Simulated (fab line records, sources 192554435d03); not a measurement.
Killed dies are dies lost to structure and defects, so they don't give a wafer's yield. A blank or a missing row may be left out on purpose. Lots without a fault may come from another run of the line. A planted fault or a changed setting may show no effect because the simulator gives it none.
Which tool did it? | flow n5_finfet | 24 lots, 72 wafers sampled, at 6 steps of a route of 1938

WHAT THE GAUGES READ, wafer by wafer
N5_BEOL_M1_INSPECT_59: inspects for defects (darkfield). Usual: raw_defect_count 75, standard deviation 27.
lot  | measured     | on                | raw_defect_count | flag
L074 | day 6 20:38  | defect_inspect-02 | 96 141 57        |
L075 | day 7 05:26  | defect_inspect-02 | 50 156 102       |
L076 | day 7 10:56  | defect_inspect-02 | 62 61 114        |
L078 | day 7 11:47  | defect_inspect-01 | 73 66 76         |
L077 | day 7 21:23  | defect_inspect-02 | 83 76 117        |
L079 | day 7 21:41  | defect_inspect-01 | 165 79 127       |
L080 | day 8 00:44  | defect_inspect-02 | 86 54 60         |
L081 | day 8 13:48  | defect_inspect-01 | 66 43 67         |
L082 | day 8 19:58  | defect_inspect-01 | 65 62 69         |
L083 | day 9 08:28  | defect_inspect-02 | 65 100 62        |
L084 | day 9 09:53  | defect_inspect-01 | 56 66 36         |
L085 | day 9 11:18  | defect_inspect-02 | 148 86 96        |
L086 | day 9 18:19  | defect_inspect-02 | 70 68 44         |
L087 | day 10 04:12 | defect_inspect-01 | 39 40 43         |
L089 | day 10 05:09 | defect_inspect-01 | 36 61 41         |
L088 | day 10 12:00 | defect_inspect-02 | 97 76 64         |
L090 | day 10 20:40 | defect_inspect-02 | 68 108 79        |
L091 | day 11 03:46 | defect_inspect-01 | 83 160 66        |
L092 | day 11 09:15 | defect_inspect-01 | 56 77 82         |
L093 | day 11 10:40 | defect_inspect-01 | 70 50 66         |
L094 | day 11 22:40 | defect_inspect-01 | 24 58 52         |
L095 | day 12 03:35 | defect_inspect-02 | 62 40 50         |
L096 | day 12 06:18 | defect_inspect-02 | 67 59 100        |
L097 | day 12 13:06 | defect_inspect-02 | 90 59 75         |

WHICH TOOL RAN EACH LOT (tool, then ch and the chambers of the sampled wafers, then the start)
lot  | N5_BEOL_M1_STRIP_19                | N5_BEOL_M1_STRIP_36                | N5_BEOL_M1_ANNEAL_87         | N5_BEOL_M1_ANNEAL_89         | N5_BEOL_M1_ANNEAL_51
L074 | rie_diel-02 ch 2,3, day 6 10:04    | rie_diel-02 ch 0,2, day 6 14:32    | pvd_sputter-01, day 6 18:32  | pvd_sputter-01, day 6 18:46  | rtp_anneal-01 ch 0, day 6 19:45
L075 | rie_diel-02 ch 0,2,3, day 6 13:41  | rie_diel-02 ch 0,3, day 7 01:07    | pvd_sputter-01, day 7 03:20  | pvd_sputter-01, day 7 03:34  | rtp_anneal-02 ch 0, day 7 04:33
L076 | rie_diel-01 ch 1,2, day 6 19:42    | rie_diel-02 ch 0,2, day 7 06:52    | pvd_sputter-01, day 7 08:50  | pvd_sputter-01, day 7 09:04  | rtp_anneal-02 ch 0, day 7 10:03
L078 | rie_diel-06 ch 0,1,3, day 7 01:40  | rie_diel-06 ch 0,2,3, day 7 07:02  | pvd_sputter-02, day 7 09:40  | pvd_sputter-02, day 7 09:53  | rtp_anneal-01 ch 0, day 7 10:57
L077 | rie_diel-02 ch 0,2, day 7 05:58    | rie_diel-01 ch 2,3, day 7 17:08    | pvd_sputter-03, day 7 19:17  | pvd_sputter-03, day 7 19:31  | rtp_anneal-01 ch 0, day 7 20:33
L079 | rie_diel-02 ch 0,1,2, day 7 12:07  | rie_diel-06 ch 2,3, day 7 17:08    | pvd_sputter-02, day 7 19:35  | pvd_sputter-02, day 7 19:49  | rtp_anneal-02 ch 0, day 7 20:53
L080 | rie_diel-06 ch 0,1,3, day 7 12:40  | rie_diel-06 ch 1,2,3, day 7 20:29  | pvd_sputter-03, day 7 22:26  | pvd_sputter-03, day 7 22:39  | rtp_anneal-01 ch 0, day 7 23:54
L081 | rie_diel-06 ch 0,1,2, day 7 21:41  | rie_diel-02 ch 2,3, day 8 09:39    | pvd_sputter-03, day 8 11:43  | pvd_sputter-03, day 8 11:56  | rtp_anneal-01 ch 0, day 8 13:01
L082 | rie_diel-02 ch 1,2, day 8 02:41    | rie_diel-01 ch 1,2, day 8 14:31    | pvd_sputter-02, day 8 17:40  | pvd_sputter-02, day 8 17:53  | rtp_anneal-02 ch 0, day 8 19:04
L083 | rie_diel-01 ch 1,2,3, day 8 05:19  | rie_diel-06 ch 0,2,3, day 9 04:14  | pvd_sputter-02, day 9 06:02  | pvd_sputter-02, day 9 06:16  | rtp_anneal-01 ch 0, day 9 07:15
L084 | rie_diel-02 ch 0,1,2, day 8 14:19  | rie_diel-01 ch 1,2,3, day 9 04:30  | pvd_sputter-03, day 9 07:42  | pvd_sputter-03, day 9 07:55  | rtp_anneal-02 ch 0, day 9 08:55
L085 | rie_diel-06 ch 1,2,3, day 8 19:01  | rie_diel-02 ch 0,2,3, day 9 06:57  | pvd_sputter-02, day 9 09:12  | pvd_sputter-02, day 9 09:25  | rtp_anneal-01 ch 0, day 9 10:25
L086 | rie_diel-01 ch 0,1,3, day 9 04:55  | rie_diel-02 ch 1,2,3, day 9 13:41  | pvd_sputter-01, day 9 16:10  | pvd_sputter-01, day 9 16:23  | rtp_anneal-02 ch 0, day 9 17:24
L087 | rie_diel-01 ch 1,3, day 9 11:12    | rie_diel-01 ch 0,1,2, day 10 00:01 | pvd_sputter-01, day 10 02:04 | pvd_sputter-01, day 10 02:17 | rtp_anneal-02 ch 0, day 10 03:20
L089 | rie_diel-06 ch 0,1, day 9 18:50    | rie_diel-02 ch 0,2,3, day 10 00:08 | pvd_sputter-03, day 10 02:59 | pvd_sputter-03, day 10 03:12 | rtp_anneal-01 ch 0, day 10 04:16
L088 | rie_diel-01 ch 1,2,3, day 9 21:50  | rie_diel-02 ch 0,3, day 10 07:27   | pvd_sputter-02, day 10 09:35 | pvd_sputter-02, day 10 09:49 | rtp_anneal-02 ch 0, day 10 10:49
L090 | rie_diel-01 ch 0,1,2, day 10 06:38 | rie_diel-02 ch 1,2,3, day 10 16:23 | pvd_sputter-01, day 10 18:32 | pvd_sputter-01, day 10 18:46 | rtp_anneal-02 ch 0, day 10 19:48
L091 | rie_diel-01 ch 1,2, day 10 09:17   | rie_diel-01 ch 0,1,2, day 10 23:04 | pvd_sputter-02, day 11 01:40 | pvd_sputter-02, day 11 01:53 | rtp_anneal-01 ch 0, day 11 02:53
L092 | rie_diel-02 ch 0,1, day 10 18:31   | rie_diel-06 ch 0,3, day 11 04:40   | pvd_sputter-03, day 11 06:52 | pvd_sputter-03, day 11 07:05 | rtp_anneal-02 ch 0, day 11 08:11
L093 | rie_diel-06 ch 0,2,3, day 11 00:41 | rie_diel-02 ch 1,2,3, day 11 04:42 | pvd_sputter-02, day 11 08:34 | pvd_sputter-02, day 11 08:47 | rtp_anneal-01 ch 0, day 11 09:53
L094 | rie_diel-01 ch 0,1,3, day 11 10:19 | rie_diel-06 ch 0,2,3, day 11 18:41 | pvd_sputter-01, day 11 20:35 | pvd_sputter-01, day 11 20:48 | rtp_anneal-01 ch 0, day 11 21:48
L095 | rie_diel-01 ch 1,2,3, day 11 14:26 | rie_diel-02 ch 0,1,3, day 11 22:08 | pvd_sputter-03, day 12 00:49 | pvd_sputter-03, day 12 01:02 | rtp_anneal-01 ch 0, day 12 02:04
L096 | rie_diel-06 ch 0,3, day 11 19:14   | rie_diel-01 ch 0,3, day 11 23:50   | pvd_sputter-01, day 12 03:31 | pvd_sputter-01, day 12 03:44 | rtp_anneal-01 ch 0, day 12 05:24
L097 | rie_diel-01 ch 0,1,3, day 12 00:41 | rie_diel-01 ch 1,2,3, day 12 08:04 | pvd_sputter-01, day 12 10:55 | pvd_sputter-01, day 12 11:08 | rtp_anneal-02 ch 0, day 12 12:11
- N5_BEOL_M1_STRIP_19: strips in O2.
- N5_BEOL_M1_STRIP_36: strips in N2/H2.
- N5_BEOL_M1_ANNEAL_87: time 240 s.
- N5_BEOL_M1_ANNEAL_89: time 240 s.
- N5_BEOL_M1_ANNEAL_51: time 90 s.

WHAT THE TOOLS THEMSELVES READ (means of the sampled wafers that have a number; where no wafer has one, the mark that the record gives instead)
N5_BEOL_M1_STRIP_19. Usual: drypump_motor_current_A 5.8 A, standard deviation 0.42; oes_product_au 0.78 a.u., standard deviation 0.076; rf_vpp_V 3.6 V, standard deviation 0.53; showerhead_plenum_p_Torr 2.08 Torr, standard deviation 0.056; temp_c 39.98 C, standard deviation 0.11; throttle_valve_pct 16.70 %, standard deviation 0.26.
lot  | tool        | drypump_motor_current_A (A) | oes_product_au (a.u.) | rf_vpp_V (V) | showerhead_plenum_p_Torr (Torr) | temp_c (C) | throttle_valve_pct (%) | flag
L074 | rie_diel-02 | 6.2                         | 0.82                  | 3.9          | 2.14                            | 39.85      | 16.68                  |
L075 | rie_diel-02 | 5.8                         | 0.83                  | 3.9          | 2.11                            | 40.02      | 16.64                  |
L076 | rie_diel-01 | 5.7                         | 0.78                  | 3.4          | 2.08                            | 39.90      | 16.66                  |
L078 | rie_diel-06 | 5.4                         | 0.73                  | 4.0          | 2.11                            | 39.97      | 16.81                  |
L077 | rie_diel-02 | 5.3                         | 0.83                  | 3.7          | 2.08                            | 39.95      | 16.62                  |
L079 | rie_diel-02 | 5.6                         | 0.77                  | 3.2          | 2.09                            | 39.94      | 16.82                  |
L080 | rie_diel-06 | 5.5                         | 0.72                  | 3.5          | 2.11                            | 39.99      | 16.83                  |
L081 | rie_diel-06 | 5.8                         | 0.72                  | 3.7          | 2.09                            | 39.89      | 16.89                  |
L082 | rie_diel-02 | 5.9                         | 0.72                  | 3.5          | 2.13                            | 40.09      | 16.96                  |
L083 | rie_diel-01 | 5.8                         | 0.76                  | 3.5          | 2.04                            | 39.94      | 16.64                  |
L084 | rie_diel-02 | 5.6                         | 0.77                  | 3.3          | 2.08                            | 40.14      | 16.86                  |
L085 | rie_diel-06 | 5.7                         | 0.72                  | 3.5          | 2.12                            | 40.07      | 16.77                  |
L086 | rie_diel-01 | 6.0                         | 0.82                  | 3.4          | 2.02                            | 39.90      | 16.47                  |
L087 | rie_diel-01 | 5.7                         | 0.75                  | 3.5          | 2.00                            | 39.93      | 16.53                  |
L089 | rie_diel-06 | 5.5                         | 0.80                  | 3.9          | 2.09                            | 39.97      | 16.50                  |
L088 | rie_diel-01 | 5.8                         | 0.75                  | 3.6          | 2.04                            | 39.99      | 16.66                  |
L090 | rie_diel-01 | 5.9                         | 0.82                  | 3.9          | 2.05                            | 40.01      | 16.52                  |
L091 | rie_diel-01 | 5.6                         | 0.75                  | 3.5          | 2.02                            | 40.00      | 16.59                  |
L092 | rie_diel-02 | 5.3                         | 0.89                  | 3.8          | 2.03                            | 39.92      | 16.61                  |
L093 | rie_diel-06 | 5.7                         | 0.78                  | 3.6          | 2.11                            | 40.01      | 16.93                  |
L094 | rie_diel-01 | 6.0                         | 0.80                  | 4.2          | 2.02                            | 39.94      | 16.49                  |
L095 | rie_diel-01 | 5.8                         | 0.74                  | 4.0          | 2.03                            | 39.94      | 16.69                  |
L096 | rie_diel-06 | 5.5                         | 0.84                  | 3.3          | 2.10                            | 40.01      | 16.84                  |
L097 | rie_diel-01 | 6.0                         | 0.79                  | 3.7          | 2.01                            | 39.96      | 16.51                  |

N5_BEOL_M1_STRIP_36. Usual: bias_power_w 7.002 W, standard deviation 0.021; drypump_motor_current_A 5.8 A, standard deviation 0.44; oes_product_au 0.79 a.u., standard deviation 0.087; rf_vpp_V 59.0 V, standard deviation 1.5; showerhead_plenum_p_Torr 2.52 Torr, standard deviation 0.069; temp_c 39.98 C, standard deviation 0.11; throttle_valve_pct 23.7 %, standard deviation 0.35.
lot  | tool        | bias_power_w (W) | drypump_motor_current_A (A) | oes_product_au (a.u.) | rf_vpp_V (V) | showerhead_plenum_p_Torr (Torr) | temp_c (C) | throttle_valve_pct (%) | flag
L074 | rie_diel-02 | 7.005            | 5.7                         | 0.78                  | 57.3         | 2.59                            | 40.05      | 23.7                   |
L075 | rie_diel-02 | 7.018            | 5.9                         | 0.87                  | 58.8         | 2.54                            | 40.01      | 23.7                   |
L076 | rie_diel-02 | 6.982            | 5.4                         | 0.83                  | 59.3         | 2.53                            | 40.03      | 23.6                   |
L078 | rie_diel-06 | 7.039            | 5.7                         | 0.72                  | 59.6         | 2.54                            | 39.98      | 23.9                   |
L077 | rie_diel-01 | 6.992            | 6.0                         | 0.77                  | 59.8         | 2.51                            | 39.91      | 23.8                   |
L079 | rie_diel-06 | 6.991            | 5.9                         | 0.73                  | 57.8         | 2.55                            | 40.01      | 23.9                   |
L080 | rie_diel-06 | 7.006            | 5.6                         | 0.74                  | 59.9         | 2.56                            | 39.96      | 23.6                   |
L081 | rie_diel-02 | 7.012            | 6.3                         | 0.80                  | 59.4         | 2.59                            | 39.96      | 23.8                   |
L082 | rie_diel-01 | 7.011            | 5.7                         | 0.77                  | 60.1         | 2.51                            | 40.03      | 23.8                   |
L083 | rie_diel-06 | 6.983            | 5.7                         | 0.81                  | 57.9         | 2.53                            | 39.93      | 23.8                   |
L084 | rie_diel-01 | 7.013            | 5.8                         | 0.75                  | 59.5         | 2.46                            | 40.10      | 23.5                   |
L085 | rie_diel-02 | 7.001            | 5.8                         | 0.80                  | 60.0         | 2.56                            | 39.99      | 23.7                   |
L086 | rie_diel-02 | 6.979            | 6.0                         | 0.75                  | 59.1         | 2.57                            | 39.86      | 23.9                   |
L087 | rie_diel-01 | 7.009            | 5.9                         | 0.81                  | 58.1         | 2.48                            | 40.00      | 23.5                   |
L089 | rie_diel-02 | 7.011            | 5.8                         | 0.80                  | 59.6         | 2.55                            | 39.88      | 23.7                   |
L088 | rie_diel-02 | 7.001            | 5.9                         | 0.83                  | 59.0         | 2.53                            | 40.01      | 23.8                   |
L090 | rie_diel-02 | 6.997            | 6.0                         | 0.85                  | 58.3         | 2.56                            | 40.00      | 23.9                   |
L091 | rie_diel-01 | 6.996            | 5.9                         | 0.80                  | 58.7         | 2.47                            | 40.07      | 23.5                   |
L092 | rie_diel-06 | 7.012            | 5.3                         | 0.78                  | 57.8         | 2.57                            | 39.82      | 23.8                   |
L093 | rie_diel-02 | 7.026            | 6.0                         | 0.84                  | 58.6         | 2.56                            | 40.08      | 23.9                   |
L094 | rie_diel-06 | 6.972            | 5.7                         | 0.77                  | 60.1         | 2.53                            | 40.01      | 23.8                   |
L095 | rie_diel-02 | 7.003            | 5.7                         | 0.87                  | 59.4         | 2.50                            | 39.98      | 23.9                   |
L096 | rie_diel-01 | 6.998            | 6.3                         | 0.84                  | 57.3         | 2.45                            | 40.00      | 23.2                   |
L097 | rie_diel-01 | 7.025            | 5.8                         | 0.75                  | 59.3         | 2.45                            | 39.97      | 23.6                   |

N5_BEOL_M1_ANNEAL_87. Usual: heater_power_w 813 W, standard deviation 98; susceptor_temp_C 399.98 C, standard deviation 0.21.
lot  | tool           | heater_power_w (W) | susceptor_temp_C (C) | flag
L074 | pvd_sputter-01 | 863                | 399.98               |
L075 | pvd_sputter-01 | 841                | 399.95               |
L076 | pvd_sputter-01 | 895                | 399.96               |
L078 | pvd_sputter-02 | 751                | 400.00               |
L077 | pvd_sputter-03 | 756                | 399.98               |
L079 | pvd_sputter-02 | 779                | 399.95               |
L080 | pvd_sputter-03 | 753                | 399.95               |
L081 | pvd_sputter-03 | 760                | 400.00               |
L082 | pvd_sputter-02 | 828                | 400.10               |
L083 | pvd_sputter-02 | 795                | 399.93               |
L084 | pvd_sputter-03 | 763                | 399.96               |
L085 | pvd_sputter-02 | 845                | 399.89               |
L086 | pvd_sputter-01 | 882                | 400.10               |
L087 | pvd_sputter-01 | 950                | 400.03               |
L089 | pvd_sputter-03 | 764                | 399.94               |
L088 | pvd_sputter-02 | 800                | 399.81               |
L090 | pvd_sputter-01 | 908                | 400.00               |
L091 | pvd_sputter-02 | 735                | 400.09               |
L092 | pvd_sputter-03 | 732                | 399.97               |
L093 | pvd_sputter-02 | 757                | 399.74               |
L094 | pvd_sputter-01 | 974                | 400.01               |
L095 | pvd_sputter-03 | 765                | 400.14               |
L096 | pvd_sputter-01 | 926                | 399.81               |
L097 | pvd_sputter-01 | 886                | 399.89               |

N5_BEOL_M1_ANNEAL_89. Usual: heater_power_w 811 W, standard deviation 96; susceptor_temp_C 399.98 C, standard deviation 0.22.
lot  | tool           | heater_power_w (W) | susceptor_temp_C (C) | flag
L074 | pvd_sputter-01 | 852                | 399.71               |
L075 | pvd_sputter-01 | 835                | 400.06               |
L076 | pvd_sputter-01 | 872                | 400.14               |
L078 | pvd_sputter-02 | 757                | 399.96               |
L077 | pvd_sputter-03 | 750                | 399.93               |
L079 | pvd_sputter-02 | 769                | 399.90               |
L080 | pvd_sputter-03 | 750                | 400.00               |
L081 | pvd_sputter-03 | 764                | 399.86               |
L082 | pvd_sputter-02 | 826                | 399.95               |
L083 | pvd_sputter-02 | 804                | 399.75               |
L084 | pvd_sputter-03 | 763                | 400.10               |
L085 | pvd_sputter-02 | 841                | 399.85               |
L086 | pvd_sputter-01 | 877                | 399.95               |
L087 | pvd_sputter-01 | 934                | 399.87               |
L089 | pvd_sputter-03 | 751                | 400.06               |
L088 | pvd_sputter-02 | 797                | 400.25               |
L090 | pvd_sputter-01 | 908                | 399.87               |
L091 | pvd_sputter-02 | 727                | 399.85               |
L092 | pvd_sputter-03 | 728                | 400.05               |
L093 | pvd_sputter-02 | 759                | 400.14               |
L094 | pvd_sputter-01 | 955                | 400.20               |
L095 | pvd_sputter-03 | 755                | 399.92               |
L096 | pvd_sputter-01 | 934                | 400.00               |
L097 | pvd_sputter-01 | 875                | 400.02               |

N5_BEOL_M1_ANNEAL_51. Usual: wafer_temp_C_max 226.05, standard deviation 0.24.
lot  | tool          | wafer_temp_C_max | flag
L074 | rtp_anneal-01 | 226.04           |
L075 | rtp_anneal-02 | 226.39           |
L076 | rtp_anneal-02 | 225.85           |
L078 | rtp_anneal-01 | 225.99           |
L077 | rtp_anneal-01 | 225.82           |
L079 | rtp_anneal-02 | 225.91           |
L080 | rtp_anneal-01 | 226.04           |
L081 | rtp_anneal-01 | 226.33           |
L082 | rtp_anneal-02 | 226.07           |
L083 | rtp_anneal-01 | 225.91           |
L084 | rtp_anneal-02 | 226.09           |
L085 | rtp_anneal-01 | 226.16           |
L086 | rtp_anneal-02 | 225.94           |
L087 | rtp_anneal-02 | 226.23           |
L089 | rtp_anneal-01 | 225.87           |
L088 | rtp_anneal-02 | 226.13           |
L090 | rtp_anneal-02 | 226.25           |
L091 | rtp_anneal-01 | 226.17           |
L092 | rtp_anneal-02 | 225.82           |
L093 | rtp_anneal-01 | 226.07           |
L094 | rtp_anneal-01 | 225.99           |
L095 | rtp_anneal-01 | 226.11           |
L096 | rtp_anneal-01 | 226.25           |
L097 | rtp_anneal-02 | 226.15           |

THE ANSWER, worked out from the rows above alone
Rule: a lot is off if the mean of its wafers that have a number lies more than 3 standard deviations from the usual mean. A lot without any number at a reading at which 4 lots or more have one is off too. The other lots that the step has rows for count as sound. The gauges are gone through in route order, then the tools' own readings, and for those a lot's mean is taken as printed above. The first step at which some lot is off is used, and at that step the reading that is off furthest; a lot without a number counts as furthest.
No lot is off at any reading shown: from this, nothing can be told.

WHAT THE SIMULATOR HAD PUT IN
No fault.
